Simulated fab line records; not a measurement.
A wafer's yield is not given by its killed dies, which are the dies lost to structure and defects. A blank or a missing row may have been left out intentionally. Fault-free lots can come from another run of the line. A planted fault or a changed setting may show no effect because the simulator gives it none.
Chamber matching | flow n5Finfet | N5_BEOL_M0_STRIP_142 on rieDiel-06: 4 sister chambers
The step strips in N2/H2, time 10 s. 4 wafers are shown with their chamber, then 7 later ones without.

== EACH WAFER AND ITS CHAMBER ==
wafer  | chamber | drypumpMotorCurrentA (A)
L091.3 | 3       | 5.26
L091.6 | 2       | 5.74
L094.1 | 1       | 5.62
L094.2 | 0       | 5.57

== WAFERS WITH NO CHAMBER GIVEN ==
wafer  | drypumpMotorCurrentA (A)
L094.3 | 5.27
L095.1 | 5.62
L095.4 | 5.29
L095.5 | 5.58
L096.3 | 5.60
L096.5 | 5.75
L096.6 | 5.27

== WHICH CHAMBER EACH ONE RAN IN ==
wafer  | from the rows above     | in truth
L094.3 | 3                       | 3
L095.1 | 1                       | 1
L095.4 | 3                       | 3
L095.5 | can't be placed: 0 or 1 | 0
L096.3 | can't be placed: 1 or 0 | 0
L096.5 | 2                       | 2
L096.6 | 3                       | 3
5 of 7 placed correctly. From these rows, 2 cannot be placed; in 2 the true chamber is one of the candidates. Placed wrongly: 0.
How it was worked out, from the rows above alone: a wafer's distance from a chamber is the root of the sum, over the readings, of the square of ((its reading less the chamber's mean) divided by the reading's scatter). The wafer belongs to the nearest chamber; if the next one is less than 2 further off, it can't be placed. Each chamber's mean is taken over the wafers shown for it. The scatter: root of mean squared gap, hidden wafer to nearest shown wafer, with one shown wafer a chamber.
